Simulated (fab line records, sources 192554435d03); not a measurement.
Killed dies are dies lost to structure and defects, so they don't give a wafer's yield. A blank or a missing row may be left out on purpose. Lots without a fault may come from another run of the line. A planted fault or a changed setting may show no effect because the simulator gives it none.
Problem report in the 8D (eight disciplines) form, filled by code | flow n5_finfet | the parts of the form that need people (team, actions taken, sign-off) are left out

1. THE PROBLEM
time_to_endpoint_s at N5_BEOL_M4_CMP_52 reads a mean of 38 s on 4 wafers of 3 lots; wafers without a fault read 62 s with a standard deviation of 3.4. That is -6.9 standard deviations from the usual mean.
The step: polishes, stops on SiOC, t overpolish 6.8 s, target thk 40 nm.
First seen on wafer L878.4, day 10 18:40, on cmp-03. The record holds 31 wafers of 11 lots with a number at this step. Rule for "out", or "out of limits": more than 4 standard deviations from the usual mean. The other wafers with a number count as sound.

2. WHAT IT IS AND WHAT IT IS NOT
question                    | is                             | is not
which readings at this step | time_to_endpoint_s             | motor_current_A
which lots                  | L878, L879, L881               | L869, L872, L875, L876, L877, L882, L891, L892
which wafers of those lots  | L878.1, L878.4, L879.1, L881.1 | L878.2, L879.6, L881.6
read on which tools         | cmp-03                         | cmp-01, cmp-04
when                        | from day 10 18:40              | up to then (16 sound wafers); but 11 sound wafers of L879, L881, L882, L891, L892 came after

3. SUSPECTS, AND WHAT RULES EACH OUT
Counting: a tool at a process step up to the reading stays a suspect if it ran every lot that is out. Sound lots after the first of them don't rule it out here, since some wafers of a struck lot are sound.
- ecd_cu-01 at N5_BEOL_M4_ECD_50 (material Cu, target thk 300 nm): kept. It ran every lot that is out, first L878 (day 10 18:17); its last sound lot up to then is L877 (day 10 02:38).
- cmp-03 at N5_BEOL_M4_CMP_52 (polishes, stops on SiOC, t overpolish 6.8 s, target thk 40 nm): kept. It ran every lot that is out, first L878 (day 10 18:40); its last sound lot up to then is L877 (day 10 03:15). Its own readings are out on those wafers: time_to_endpoint_s.
Left after counting: ecd_cu-01 at N5_BEOL_M4_ECD_50, cmp-03 at N5_BEOL_M4_CMP_52.

4. THE CAUSE (what the simulator had put in)
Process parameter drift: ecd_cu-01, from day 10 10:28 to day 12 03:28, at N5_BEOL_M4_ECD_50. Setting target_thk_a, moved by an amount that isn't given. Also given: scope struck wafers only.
Counting left 2 suspects, and this tool is among them.

5. THE CHAIN OF EFFECTS, in route order
Each row: a reading whose mean over the struck wafers that have a number lies more than 3 standard deviations from the usual. Only readings for which the record gives a usual standard deviation are gone through. hours: the time from each lot's start at the first step in this table that gives one to its start at this step, as a median over the lots. sigmas: the change in usual standard deviations.
hours | step              | reading            | usual | on struck wafers | change | sigmas
0     | N5_BEOL_M4_CMP_52 | time_to_endpoint_s | 62 s  | 38               | -24    | -6.9
The process steps in it:
- N5_BEOL_M4_CMP_52: polishes, stops on SiOC, t overpolish 6.8 s, target thk 40 nm.
Later measuring or inspecting steps at which every struck wafer that the step has a row for has a number for every such reading, and none has moved that far: N5_BEOL_M4_RC_MEAS_101.

6. WHAT WOULD HAVE CAUGHT IT SOONER
In this record the first reading out of limits was taken at day 10 18:40, 8 hours after the fault began at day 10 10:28.
Of the lots that are out (3), L879, L881 began N5_BEOL_M4_ECD_50 on ecd_cu-01 after day 10 18:40. A hold on the tool at that time would have spared those 2.
